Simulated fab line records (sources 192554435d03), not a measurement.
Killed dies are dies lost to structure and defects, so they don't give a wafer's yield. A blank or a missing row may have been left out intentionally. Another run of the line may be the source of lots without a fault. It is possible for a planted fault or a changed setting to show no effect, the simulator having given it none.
fab line records	flow n5Finfet	part 1 of 2: steps 1 to 4 of 6
[record] lots = 22	wafers = 66	lastDay = 17
route steps=1938 shown FIN_SAQP@97 FIN_CUT@168 STI_FIN_REVEAL@187
lots that met no fault: taken from a fault-free run of the same line
startH: hours from the record's opening day to when the first of the lot's shown wafers began	waitH: hours from the lot's prior step to this one	" repeats the value in the row above	L1.1+2: a row that stands for several wafers	- no value, or no start given	* or withheld: withheld	< > ~ a bound
route shown NAME@n: NAME is a module with steps in the file, n the number in the route of the first one	usual: average and standard deviation across the fault-free wafers	same: alike in all rows	chamber/n: place in a boat	sites: each site's reading	_std_site: their standard deviation	_edge_site: inner sites' mean taken away from outer sites' mean	radiusMm: for every site, how far away it sits from the centre of the wafer	mask NAME#n: copy n	behind: the most recent tool/chamber to have shaped the wafer	hold: cause of the lot's hold/its duration in hours/its outcome	device: which transistor (n, p or np) failed to switch	end of line: the tests these same wafers got at the end of their route	a step without rows: its recipe alone	killed: dies that structure and defects cost at the first sort, which is not the same as the wafer's yield	map: a wafer's dies, marking killed ones x, the rest . and places with no die _
set.NAME: the setting that was run; set.NAME@STEP: the one run at that earlier step	model.NAME: the simulator's own value behind a step, which no gauge read
steps of the route over a sample of lots; a table a step, a row a wafer
services: when a tool's chamber went out of use (startH, in hours from the record's first day, below 0 if earlier), for how many hours, and the reason
[[steps]]
[step N5_FIN_SAQP_THK_MEAS_05]
[usual] thkNm = 38.0/0.52
lot.wafer	tool	chamber	startH	waitH	thkNm
L074.1	filmMetro-02	-	21.03	0.1	37.3
L074.4	"	-	"	"	38.9
L074.6	"	-	"	"	38.5
L075.1	filmMetro-01	-	28.86	0.1	37.6
L075.4	"	-	"	"	38.3
L075.6	"	-	"	"	38.9
L076.2	filmMetro-02	-	34.23	0.1	37.9
L076.3	"	-	"	"	37.9
L076.4	"	-	"	"	38.4
L077.2	filmMetro-01	-	39.70	0.1	37.1
L077.3	"	-	"	"	37.6
L077.5	"	-	"	"	38.5
L078.1	filmMetro-02	-	45.07	0.1	36.7
L078.2	"	-	"	"	37.4
L078.3	"	-	"	"	37.1
L079.3	filmMetro-01	-	50.73	0.1	37.8
L079.4	"	-	"	"	38.0
L079.5	"	-	"	"	38.2
L080.2	filmMetro-02	-	57.16	0.1	38.1
L080.3	"	-	"	"	37.6
L080.6	"	-	"	"	38.7
L081.2	filmMetro-01	-	63.24	0.1	37.3
L081.3	"	-	"	"	37.6
L081.4	"	-	"	"	37.8
L082.1	filmMetro-02	-	69.97	0.1	36.7
L082.4	"	-	"	"	38.4
L082.5	"	-	"	"	38.0
L083.1	filmMetro-01	-	75.34	0.1	38.0
L083.5	"	-	"	"	38.8
L083.6	"	-	"	"	39.0
L084.1	filmMetro-01	-	83.28	0.1	37.7
L084.2	"	-	"	"	37.1
L084.4	"	-	"	"	38.1
L085.3	filmMetro-01	-	87.87	0.1	37.2
L085.4	"	-	"	"	37.6
L085.5	"	-	"	"	38.4
L086.1	filmMetro-01	-	95.73	0.1	37.3
L086.2	"	-	"	"	38.0
L086.4	"	-	"	"	37.5
L088.3	filmMetro-01	-	106.21	0.1	37.8
L088.4	"	-	"	"	37.8
L088.5	"	-	"	"	38.5
L089.1	filmMetro-01	-	111.85	0.1	39.0
L089.2	"	-	"	"	38.4
L089.6	"	-	"	"	39.6
L090.1	filmMetro-02	-	118.72	0.1	37.7
L090.4	"	-	"	"	38.3
L090.5	"	-	"	"	37.8
L091.3	filmMetro-01	-	123.42	0.1	38.1
L091.4	"	-	"	"	38.7
L091.5	"	-	"	"	38.0
L093.3	filmMetro-02	-	140.87	0.1	38.2
L093.4	"	-	"	"	38.4
L093.6	"	-	"	"	38.0
L094.1	filmMetro-02	-	142.21	0.1	37.9
L094.4	"	-	"	"	38.2
L094.5	"	-	"	"	38.6
L095.1	filmMetro-02	-	147.61	0.1	37.0
L095.4	"	-	"	"	38.1
L095.6	"	-	"	"	37.6
L096.3	filmMetro-02	-	153.32	0.1	37.2
L096.5	"	-	"	"	38.6
L096.6	"	-	"	"	38.5
L097.1	filmMetro-02	-	158.96	0.1	37.1
L097.2	"	-	"	"	37.2
L097.5	"	-	"	"	38.3
[step N5_FIN_SAQP_DESCUM_21]
[recipe] chemistry = O2	timeS = 7.9	sourcePowerW = 50	biasPowerW = 20	pressureMtorr = 20	rfFrequencyHz = 2.712e+07	tempC = 40	resist = CAR-ArF	o2FlowSccm = 225
[usual] drypumpMotorCurrentA = 5.5/0.47	o2FlowSccm = 225.0/0.69	oesProductAu = 0.79/0.078	rfVppV = 243.1/1.3	showerheadPlenumPTorr = 2.08/0.073	throttleValvePct = 20.44/0.21
[same] timeS = 7.9
lot.wafer	tool	chamber	startH	waitH	drypumpMotorCurrentA	o2FlowSccm	oesProductAu	rfHoursCounterH	rfVppV	showerheadPlenumPTorr	throttleValvePct
L074.1	rieDiel-06	0	21.81	0.0	4.8	224.5	0.80	99	241.9	2.02	20.28
L074.4	"	2	"	"	5.3	224.9	0.79	126	243.1	2.10	20.49
L074.6	"	1	"	"	5.6	224.0	0.77	-	242.9	2.10	20.70
L075.1	rieDiel-04	0	29.91	0.2	5.7	225.0	0.72	163	245.5	2.16	20.30
L075.4	"	2	"	"	6.3	225.1	0.95	11	242.7	2.06	20.63
L075.6	"	3	"	"	5.1	225.9	0.82	-	243.2	2.11	20.48
L076.2	rieDiel-04	3	34.94	0.1	5.1	226.4	0.82	79	243.4	2.11	20.47
L076.3	"	2	"	"	6.3	224.8	0.95	12	242.2	2.06	20.61
L076.4	"	0	"	"	5.7	226.0	0.72	165	243.6	2.16	20.28
L077.2	rieDiel-06	3	40.56	0.0	4.9	224.8	0.69	219	242.1	1.99	20.64
L077.3	"	0	"	"	4.8	226.3	0.80	106	243.1	2.02	20.27
L077.5	"	2	"	"	5.3	224.5	0.77	-	244.3	2.10	20.49
L078.1	rieDiel-06	1	45.88	0.0	5.6	225.2	0.76	145	242.9	2.10	20.72
L078.2	"	3	"	"	4.9	226.1	0.70	220	242.1	1.98	20.67
L078.3	"	0	"	"	4.8	225.2	0.79	107	241.8	2.02	20.28
L079.3	rieDiel-04	2	51.52	0.0	6.3	224.3	0.93	17	243.0	2.06	20.62
L079.4	"	3	"	"	5.1	225.7	0.82	83	243.6	2.11	20.48
L079.5	"	3	"	"	5.1	224.8	0.81	-	243.3	2.11	20.48
L080.2	rieDiel-06	2	57.95	0.0	5.3	225.7	0.77	138	242.6	2.10	20.50
L080.3	"	3	"	"	4.9	224.4	0.70	224	241.5	1.98	20.66
L080.6	"	3	"	"	4.9	224.5	0.70	-	241.7	1.98	20.67
L081.2	rieDiel-04	2	64.03	0.0	6.3	223.7	0.90	22	241.9	2.06	20.65
L081.3	"	0	"	"	5.7	225.4	0.70	174	243.8	2.16	20.30
L081.4	"	2	"	"	6.3	223.8	0.91	-	242.7	2.06	20.63
L082.1	rieDiel-06	2	70.78	0.0	5.3	224.8	0.77	141	242.1	2.09	20.50
L082.4	"	1	"	"	5.6	225.1	0.77	153	244.0	2.09	20.73
L082.5	"	2	"	"	5.3	225.1	0.77	-	241.8	2.09	20.51
L083.1	rieDiel-06	2	76.25	0.1	5.3	225.4	0.78	144	243.1	2.09	20.51
L083.5	"	0	"	"	4.8	224.4	0.80	-	241.6	2.01	20.31
L083.6	"	1	"	"	5.6	225.6	0.76	-	242.3	2.09	20.75
L084.1	rieDiel-05	0	84.08	0.0	5.9	224.7	0.79	89	244.6	2.20	20.62
L084.2	"	1	"	"	5.1	225.7	0.99	2	242.8	2.04	20.10
L084.4	"	2	"	"	5.4	224.3	0.94	-	245.3	2.23	20.15
L085.3	rieDiel-04	0	88.71	0.2	5.7	226.2	0.70	185	243.4	2.15	20.32
L085.4	"	1	"	"	5.8	225.4	0.78	149	242.2	2.00	20.18
L085.5	"	3	"	"	5.1	225.0	0.79	-	242.2	2.10	20.51
L086.1	rieDiel-04	2	96.52	0.0	6.3	225.1	0.90	30	242.7	2.06	20.66
L086.2	"	1	"	"	5.8	226.4	0.77	151	242.2	2.00	20.18
L086.4	"	0	"	"	5.7	225.9	0.70	187	243.7	2.15	20.31
L088.3	rieDiel-06	0	107.00	0.0	4.8	225.9	0.79	128	241.9	2.01	20.32
L088.4	"	3	"	"	4.9	225.0	0.68	241	241.8	1.98	20.69
L088.5	"	0	"	"	4.8	224.3	0.78	-	240.6	2.01	20.31
L089.1	rieDiel-05	3	112.64	0.0	6.4	224.5	0.70	212	241.6	1.98	20.41
L089.2	"	2	"	"	5.4	224.5	0.91	27	245.7	2.23	20.16
L089.6	"	0	"	"	5.9	224.1	0.79	-	244.6	2.20	20.65
L090.1	rieDiel-04	3	119.39	0.0	5.1	224.5	0.79	107	243.0	2.10	20.53
L090.4	"	1	"	"	5.8	225.8	0.77	160	242.3	2.00	20.21
L090.5	"	1	"	"	5.9	226.0	0.78	-	241.3	2.00	20.20
L091.3	rieDiel-04	2	124.23	0.1	6.3	224.7	0.89	40	243.9	2.05	20.67
L091.4	"	0	"	"	5.7	225.4	0.70	198	245.5	2.15	20.33
L091.5	"	3	"	"	5.0	223.9	0.78	-	244.1	2.10	20.51
L093.3	rieDiel-05	1	141.66	0.0	5.1	225.6	0.91	24	243.5	2.03	20.12
L093.4	"	0	"	"	5.9	224.8	0.77	109	245.8	2.20	20.67
L093.6	"	2	"	"	5.4	223.9	0.90	-	244.5	2.22	20.19
L094.1	rieDiel-04	0	143.01	0.0	5.7	225.5	0.69	203	242.8	2.15	20.32
L094.4	"	3	"	"	5.0	225.2	0.78	115	242.5	2.10	20.53
L094.5	"	3	"	"	5.1	224.0	0.78	-	244.1	2.10	20.53
L095.1	rieDiel-06	2	148.48	0.0	5.3	226.0	0.74	172	243.9	2.08	20.56
L095.4	"	2	"	"	5.3	224.9	0.74	-	243.5	2.08	20.57
L095.6	"	3	"	"	4.9	226.1	0.67	-	243.0	1.97	20.72
L096.3	rieDiel-05	3	154.11	0.0	6.4	225.6	0.69	225	240.5	1.98	20.43
L096.5	"	2	"	"	5.4	224.7	0.90	-	245.8	2.22	20.19
L096.6	"	3	"	"	6.4	225.4	0.68	-	241.6	1.98	20.43
L097.1	rieDiel-06	1	159.78	0.0	5.6	225.7	0.73	179	243.0	2.08	20.78
L097.2	"	2	"	"	5.3	225.5	0.75	176	243.5	2.08	20.57
L097.5	"	2	"	"	5.3	224.7	0.75	-	242.6	2.08	20.57
[step N5_FIN_SAQP_SPACER1_ETCHBACK_25]
[recipe] chemistry = CHF3/O2	mode = anisotropicEtchback	target = SiO2	targetDepthA = 244	timeS = 12.2	pressureMtorr = 30	sourceW = 650	biasW = 170	Ar_flow_sccm = 200	CHF3_flow_sccm = 50	O2_flow_sccm = 5	ionEnergyEv = 200
[usual] drypumpMotorCurrentA = 5.5/0.51	oes_o_777_au = 0.79/0.075	oesProductAu = 0.79/0.08	rfVppV = 518/9.1	showerheadPlenumPTorr = 2.40/0.088	throttleValvePct = 18.97/0.22
[same] timeS = 12.2
lot.wafer	tool	chamber	startH	waitH	drypumpMotorCurrentA	oes_o_777_au	oesProductAu	rfHoursCounterH	rfVppV	showerheadPlenumPTorr	throttleValvePct
L074.1	rieDiel-06	1	23.86	0.4	5.5	0.79	0.78	138	537	2.42	19.17
L074.4	"	0	"	"	4.8	0.82	0.80	100	504	2.35	18.88
L074.6	"	3	"	"	4.8	0.74	0.70	-	512	2.31	19.19
L075.1	rieDiel-06	3	32.35	0.8	4.9	0.73	0.71	216	512	2.30	19.18
L075.4	"	0	"	"	4.8	0.81	0.79	103	503	2.35	18.87
L075.6	"	0	"	"	4.8	0.81	0.80	-	504	2.35	18.88
L076.2	rieDiel-04	0	36.75	0.4	5.7	0.72	0.72	165	522	2.51	18.87
L076.3	"	2	"	"	6.3	0.94	0.94	13	515	2.38	19.07
L076.4	"	1	"	"	5.8	0.76	0.79	128	526	2.31	18.62
L077.2	rieDiel-06	1	42.40	0.4	5.6	0.78	0.77	143	537	2.42	19.19
L077.3	"	0	"	"	4.8	0.81	0.79	106	504	2.35	18.88
L077.5	"	2	"	"	5.3	0.79	0.78	-	509	2.41	18.97
L078.1	rieDiel-05	1	47.69	0.4	5.1	0.67	0.68	258	515	2.38	19.21
L078.2	"	2	"	"	5.4	0.97	0.99	2	523	2.54	18.49
L078.3	"	0	"	"	5.9	0.82	0.83	72	523	2.56	19.18
L079.3	rieDiel-05	2	53.32	0.4	5.4	0.96	0.96	4	523	2.54	18.47
L079.4	"	2	"	"	5.4	0.96	0.96	-	523	2.54	18.50
L079.5	"	3	"	"	6.4	0.70	0.70	-	507	2.29	18.88
L080.2	rieDiel-04	1	60.18	0.7	5.9	0.75	0.78	135	525	2.31	18.66
L080.3	"	2	"	"	6.3	0.93	0.91	20	512	2.38	19.07
L080.6	"	3	"	"	5.1	0.81	0.81	-	523	2.44	19.02
L081.2	rieDiel-05	2	66.11	0.4	5.4	0.95	0.96	7	521	2.54	18.50
L081.3	"	0	"	"	5.9	0.81	0.81	81	522	2.55	19.18
L081.4	"	3	"	"	6.4	0.70	0.69	-	507	2.29	18.91
L082.1	rieDiel-05	2	72.65	0.4	5.3	0.93	0.95	9	523	2.54	18.50
L082.4	"	0	"	"	5.9	0.80	0.80	-	523	2.55	19.19
L082.5	"	0	"	"	5.9	0.79	0.80	-	523	2.55	19.21
L083.1	rieDiel-04	1	78.43	0.4	5.8	0.75	0.77	144	526	2.30	18.64
L083.5	"	3	"	"	5.1	0.80	0.80	-	523	2.44	19.02
L083.6	"	2	"	"	6.3	0.92	0.90	-	515	2.38	19.10
L084.1	rieDiel-06	0	86.54	0.4	4.8	0.79	0.78	121	504	2.34	18.90
L084.2	"	1	"	"	5.6	0.77	0.76	159	537	2.41	19.22
L084.4	"	3	"	"	4.9	0.72	0.70	234	512	2.30	19.21
L085.3	rieDiel-06	2	90.52	0.4	5.3	0.77	0.77	149	508	2.40	18.99
L085.4	"	0	"	"	4.8	0.79	0.79	123	505	2.34	18.91
L085.5	"	2	"	"	5.3	0.77	0.77	-	510	2.40	18.98
L086.1	rieDiel-04	0	99.00	0.7	5.8	0.71	0.70	188	520	2.50	18.90
L086.2	"	1	"	"	5.9	0.74	0.76	153	525	2.30	18.66
L086.4	"	2	"	"	6.3	0.91	0.90	31	514	2.37	19.10
L088.3	rieDiel-06	2	108.86	0.4	5.3	0.77	0.75	155	510	2.40	18.99
L088.4	"	3	"	"	4.9	0.72	0.69	242	512	2.30	19.23
L088.5	"	3	"	"	4.9	0.72	0.68	-	512	2.30	19.22
L089.1	rieDiel-04	2	114.54	0.5	6.3	0.91	0.90	35	514	2.37	19.11
L089.2	"	3	"	"	5.1	0.80	0.79	105	523	2.44	19.07
L089.6	"	3	"	"	5.1	0.79	0.79	-	523	2.44	19.07
L090.1	rieDiel-05	1	121.30	0.4	5.1	0.91	0.93	18	516	2.38	18.77
L090.4	"	0	"	"	5.9	0.78	0.79	103	522	2.54	19.22
L090.5	"	1	"	"	5.1	0.91	0.93	-	516	2.38	18.75
L091.3	rieDiel-06	0	126.06	0.4	4.8	0.78	0.77	135	505	2.34	18.92
L091.4	"	1	"	"	5.6	0.76	0.75	173	537	2.41	19.25
L091.5	"	0	"	"	4.8	0.78	0.76	-	504	2.34	18.94
L093.3	rieDiel-05	1	143.90	0.5	5.1	0.89	0.90	26	515	2.37	18.79
L093.4	"	3	"	"	6.4	0.69	0.69	222	507	2.28	18.93
L093.6	"	0	"	"	5.9	0.77	0.78	-	523	2.54	19.23
L094.1	rieDiel-04	1	144.94	0.4	5.9	0.73	0.75	168	524	2.29	18.69
L094.4	"	2	"	"	6.3	0.89	0.87	47	513	2.37	19.13
L094.5	"	3	"	"	5.1	0.78	0.78	-	524	2.43	19.07
L095.1	rieDiel-05	3	150.29	0.4	6.4	0.69	0.68	224	507	2.28	18.93
L095.4	"	1	"	"	5.1	0.88	0.91	28	516	2.37	18.79
L095.6	"	1	"	"	5.1	0.88	0.90	-	514	2.37	18.77
L096.3	rieDiel-04	2	155.91	0.4	6.3	0.88	0.87	51	513	2.37	19.13
L096.5	"	1	"	"	5.9	0.73	0.74	-	525	2.29	18.70
L096.6	"	2	"	"	6.3	0.88	0.87	-	513	2.37	19.16
L097.1	rieDiel-06	0	161.65	0.4	4.8	0.77	0.75	150	504	2.33	18.94
L097.2	"	2	"	"	5.3	0.75	0.74	177	510	2.39	19.04
L097.5	"	1	"	"	5.6	0.75	0.74	-	538	2.40	19.25
[step N5_FIN_SAQP_MANDREL2_REMOVE_60]
[recipe] chemistry = HBr/Cl2/O2	btTimeS = 10	target = a-Si	stopOn = SiNx	endpoint = OES-SiCl	overEtchFrac = 1	icpW = 600	biasW = 22	HBr_flow_sccm = 150	Cl2_flow_sccm = 80	O2_flow_sccm = 5	pressureMtorr = 10
[usual] drypumpMotorCurrentA = 5.9/0.43	oes_o_777_au = 0.99/0.05	oesProductAu = 0.996/0.018	throttleValvePct = 36.7/0.48
lot.wafer	tool	chamber	startH	waitH	drypumpMotorCurrentA	oes_o_777_au	oesProductAu	rfHoursCounterH	throttleValvePct
L074.1	rieSi-01	1	26.96	0.1	5.4	0.97	0.979	6	36.7
L074.4	"	0	"	"	6.5	0.99	0.980	14	36.7
L074.6	"	2	"	"	6.1	1.01	0.993	-	37.7
L075.1	rieSi-01	2	34.30	0.1	6.1	1.01	0.994	44	37.7
L075.4	"	3	"	"	5.4	0.99	1.000	56	36.6
L075.6	"	1	"	"	5.4	0.97	0.979	-	36.7
L076.2	rieSi-06	1	38.60	0.1	5.4	0.90	0.982	126	37.2
L076.3	"	2	"	"	6.2	1.07	1.026	88	36.4
L076.4	"	0	"	"	5.9	0.98	1.021	49	37.3
L077.2	rieSi-01	1	44.05	0.1	5.4	0.97	0.977	7	36.7
L077.3	"	3	"	"	5.4	0.98	1.003	57	36.6
L077.5	"	0	"	"	6.4	0.99	0.973	-	36.7
L078.1	rieSi-01	0	49.89	0.1	6.4	0.99	0.984	14	36.7
L078.2	"	1	"	"	5.4	0.98	0.978	7	36.7
L078.3	"	3	"	"	5.4	0.99	1.012	57	36.6
L079.3	rieSi-01	2	54.96	0.1	6.1	1.00	1.001	45	37.7
L079.4	"	3	"	"	5.4	0.98	1.025	57	36.6
L079.5	"	0	"	"	6.4	0.99	0.973	-	36.7
L080.2	rieSi-01	2	61.95	0.1	6.2	1.00	0.992	45	37.7
L080.3	"	1	"	"	5.4	0.97	0.992	7	36.7
L080.6	"	0	"	"	6.4	0.99	0.975	-	36.7
L081.2	rieSi-06	1	67.75	0.1	5.4	0.91	0.974	127	37.2
L081.3	"	3	"	"	5.5	0.91	0.977	167	36.5
L081.4	"	0	"	"	5.9	0.98	1.029	50	37.3
L082.1	rieSi-06	3	75.00	0.1	5.5	0.91	0.977	167	36.5
L082.4	"	1	"	"	5.4	0.90	0.989	127	37.2
L082.5	"	3	"	"	5.5	0.90	0.995	-	36.5
L083.1	rieSi-01	0	80.07	0.1	6.4	1.00	0.972	15	36.6
L083.5	"	3	"	"	5.4	0.99	1.006	-	36.6
L083.6	"	0	"	"	6.4	1.00	0.983	-	36.6
L084.1	rieSi-03	2	88.38	0.1	6.4	0.95	0.971	98	36.2
L084.2	"	3	"	"	5.6	0.97	1.009	49	36.9
L084.4	"	0	"	"	6.4	1.02	1.014	25	36.3
L085.3	rieSi-03	3	92.17	0.1	5.6	0.97	0.988	49	36.9
L085.4	"	0	"	"	6.4	1.02	1.012	25	36.2
L085.5	"	1	"	"	5.5	1.11	0.995	-	35.9
L086.1	rieSi-03	1	100.66	0.1	5.5	1.11	1.016	27	35.9
L086.2	"	2	"	"	6.4	0.95	0.962	98	36.2
L086.4	"	0	"	"	6.4	1.01	1.013	25	36.3
L088.3	rieSi-06	3	110.49	0.1	5.4	0.92	0.978	168	36.5
L088.4	"	0	"	"	5.9	0.98	1.029	50	37.4
L088.5	"	0	"	"	5.9	0.98	1.030	-	37.3
L089.1	rieSi-03	2	116.41	0.1	6.3	0.95	0.961	99	36.2
L089.2	"	3	"	"	5.6	0.97	0.995	49	36.9
L089.6	"	1	"	"	5.5	1.09	1.005	-	35.9
L090.1	rieSi-03	1	122.94	0.1	5.5	1.10	1.009	27	35.9
L090.4	"	0	"	"	6.4	1.01	1.021	26	36.2
L090.5	"	2	"	"	6.4	0.95	0.966	-	36.2
L091.3	rieSi-06	1	127.69	0.1	5.4	0.91	0.965	128	37.2
L091.4	"	2	"	"	6.2	1.07	1.012	90	36.4
L091.5	"	0	"	"	5.9	0.98	1.013	-	37.4
L093.3	rieSi-03	1	145.55	0.1	5.5	1.10	1.000	28	35.9
L093.4	"	3	"	"	5.6	0.98	0.979	50	36.9
L093.6	"	0	"	"	6.4	1.01	1.023	-	36.3
L094.1	rieSi-01	1	146.90	0.1	5.4	0.98	1.000	9	36.7
L094.4	"	2	"	"	6.1	1.01	1.002	47	37.7
L094.5	"	0	"	"	6.4	1.00	0.979	-	36.7
L095.1	rieSi-01	1	152.13	0.1	5.4	0.97	0.994	9	36.7
L095.4	"	0	"	"	6.5	0.99	0.991	16	36.7
L095.6	"	3	"	"	5.4	0.99	1.008	-	36.6
L096.3	rieSi-01	3	157.73	0.1	5.4	0.98	1.018	59	36.6
L096.5	"	3	"	"	5.4	0.99	1.026	-	36.6
L096.6	"	0	"	"	6.4	1.00	0.982	-	36.7
L097.1	rieSi-01	2	163.38	0.1	6.2	1.01	1.000	47	37.7
L097.2	"	1	"	"	5.4	0.98	0.996	9	36.7
L097.5	"	0	"	"	6.4	0.99	0.979	-	36.7
